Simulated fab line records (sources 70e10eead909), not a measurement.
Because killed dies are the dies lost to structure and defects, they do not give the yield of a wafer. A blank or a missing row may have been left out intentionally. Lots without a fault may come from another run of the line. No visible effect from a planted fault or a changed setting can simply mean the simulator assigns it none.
One fault seen from 2 desks :: flow nand_harc :: each desk holds nothing but its own numbers, with what lay behind them at the end

AT THE TOOL OWNER'S DESK: litho_track-06
The tool's own readings at NHARC_A_M1_PEB_07 (peb time 65 s): means of the sampled wafers that have a number, for each lot that ran on this tool. Any lot whose mean is over 4 standard deviations away from the usual mean is out of limits and marked OUT; that distance is given in the brackets.
Columns: A = chill_plate_temp_C at NHARC_A_M1_PEB_07, usual 23.01 C; B = exhaust_pa at NHARC_A_M1_PEB_07, usual 45.0 Pa; C = heater_power_total_W at NHARC_A_M1_PEB_07, usual 156.6 W; D = plate_temp_C at NHARC_A_M1_PEB_07, usual 100.00 C
lot: L440
first seen here: day 23 21:59
A: 23.04
B: 44.1
C: 156.6
D: 99.75

lot: L442
first seen here: day 24 05:13
A: 22.96
B: 45.0
C: 156.9
D: 99.88

lot: L448
first seen here: day 26 23:16
A: 22.90
B: 44.5
C: 156.6
D: 100.10

lot: L449
first seen here: day 27 00:35
A: 22.94
B: 44.6
C: 156.8
D: 99.94

lot: L455
first seen here: day 30 01:03
A: 23.16
B: 44.5
C: 158.5 (+4.3) OUT
D: 100.87 (+6.2) OUT

lot: L458
first seen here: day 30 17:07
A: 23.00
B: 45.8
C: 158.4 (+4.0) OUT
D: 101.03 (+7.3) OUT
This desk finds L455, L458 out of limits, L455 being first, at day 30 01:03 (heater_power_total_W at NHARC_A_M1_PEB_07). L440, L442, L448, L449: within limits.

AT THE METROLOGY DESK
Lot by lot, what the gauges showed, no matter which tool ran the lot: averages of those sampled wafers that carry a number. Any lot whose mean is over 4 standard deviations away from the usual mean is out of limits and marked OUT; that distance is given in the brackets.
Columns: A = thk_nm at NHARC_A_M0_THK_MEAS_24, usual 114.0 nm; B = cd_nm at NHARC_A_M1_CD_MEAS_09, usual 120.1 nm
lot: L440
first seen here: day 23 20:30
A: 114.0
B: 120.0

lot: L442
first seen here: day 24 03:46
A: 112.9
B: 119.9

lot: L444
first seen here: day 25 14:26
A: 112.4
B: 119.4

lot: L446
first seen here: day 26 18:08
A: 113.8
B: 119.6

lot: L448
first seen here: day 26 21:48
A: 114.4
B: 120.3

lot: L449
first seen here: day 26 23:13
A: 112.9
B: 119.7

lot: L455
first seen here: day 29 23:41
A: 114.1
B: 123.6 (+6.0) OUT

lot: L458
first seen here: day 30 15:40
A: 115.7
B: 122.7 (+4.4) OUT

lot: L456
first seen here: day 30 18:11
A: 114.7
B: 120.1

lot: L460
first seen here: day 32 04:29
A: 114.1
B: 120.0

lot: L459
first seen here: day 32 15:01
A: 115.1
B: 119.6

lot: L461
first seen here: day 32 18:43
A: 114.5
B: 120.4
This desk finds L455, L458 out of limits, L455 being first, at day 30 01:08 (cd_nm at NHARC_A_M1_CD_MEAS_09). L440, L442, L444, L446, L448, L449, L456, L460, L459, L461: within limits.

ALL TOGETHER
The tool owner's desk had the chance to raise an alarm at day 30 01:03 on L455, L458.
An alarm was possible from the metrology desk at day 30 01:08, on L455, L458.
All the named lots went through NHARC_A_M1_PEB_07 on litho_track-06.

WHAT WAS PUT IN BY THE SIMULATOR
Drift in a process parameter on litho_track-06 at NHARC_A_M1_PEB_07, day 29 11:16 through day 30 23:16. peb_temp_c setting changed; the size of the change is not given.
Lots struck among those shown: L455, L458.
Fault start to first reading out of limits, in hours, per desk: tool owner, 14; metrology, 14.
